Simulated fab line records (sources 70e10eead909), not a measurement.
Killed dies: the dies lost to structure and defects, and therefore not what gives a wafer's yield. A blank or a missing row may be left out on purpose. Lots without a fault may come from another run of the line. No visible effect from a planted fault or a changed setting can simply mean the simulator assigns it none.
Chamber matching / flow nand_harc / 4 sister chambers for NHARC_A_M0_CMP_23 on cmp-02
The step polishes, t overpolish 20 s, target thk 113.75 nm. 4 wafers are shown with their chamber, then 12 later ones without.

== WAFERS PAIRED WITH THEIR CHAMBERS ==
wafer=L087.2; chamber=1; motor_current_A (A)=10.9
wafer=L089.1; chamber=0; motor_current_A (A)=11.8
wafer=L089.2; chamber=2; motor_current_A (A)=11.0
wafer=L089.5; chamber=3; motor_current_A (A)=12.6

== WAFERS MISSING THEIR CHAMBER ==
wafer=L093.1; motor_current_A (A)=11.2
wafer=L093.2; motor_current_A (A)=10.3
wafer=L093.6; motor_current_A (A)=11.8
wafer=L095.2; motor_current_A (A)=11.1
wafer=L095.4; motor_current_A (A)=13.0
wafer=L095.5; motor_current_A (A)=11.7
wafer=L096.2; motor_current_A (A)=11.5
wafer=L096.3; motor_current_A (A)=10.7
wafer=L096.4; motor_current_A (A)=12.6
wafer=L097.1; motor_current_A (A)=11.6
wafer=L097.3; motor_current_A (A)=12.9
wafer=L097.6; motor_current_A (A)=13.3

== THE CHAMBER EACH PASSED THROUGH ==
wafer=L093.1; from the rows above=can't be placed: 2 or 1 or 0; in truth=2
wafer=L093.2; from the rows above=can't be placed: 1 or 2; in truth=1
wafer=L093.6; from the rows above=0; in truth=0
wafer=L095.2; from the rows above=can't be placed: 2 or 1 or 0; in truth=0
wafer=L095.4; from the rows above=3; in truth=3
wafer=L095.5; from the rows above=can't be placed: 0 or 2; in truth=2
wafer=L096.2; from the rows above=can't be placed: 0 or 2 or 1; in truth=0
wafer=L096.3; from the rows above=can't be placed: 1 or 2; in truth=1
wafer=L096.4; from the rows above=3; in truth=3
wafer=L097.1; from the rows above=can't be placed: 0 or 2 or 1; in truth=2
wafer=L097.3; from the rows above=3; in truth=3
wafer=L097.6; from the rows above=3; in truth=3
Correct placement for 5 of the 12. Cannot be placed on the basis of these rows: 7; the candidates contain the true chamber in 7. Wrongly placed: 0.
How it was worked out, from the rows above alone: a wafer's distance from a chamber is the root of the sum, over the readings, of the square of ((its reading less the chamber's mean) divided by the reading's scatter). The wafer belongs to the nearest chamber; if the next one is less than 2 further off, it can't be placed. A chamber's mean is the mean of its shown wafers. The scatter: with one shown wafer a chamber, the root of the mean of the squares of how far each hidden wafer lies from its nearest shown one.
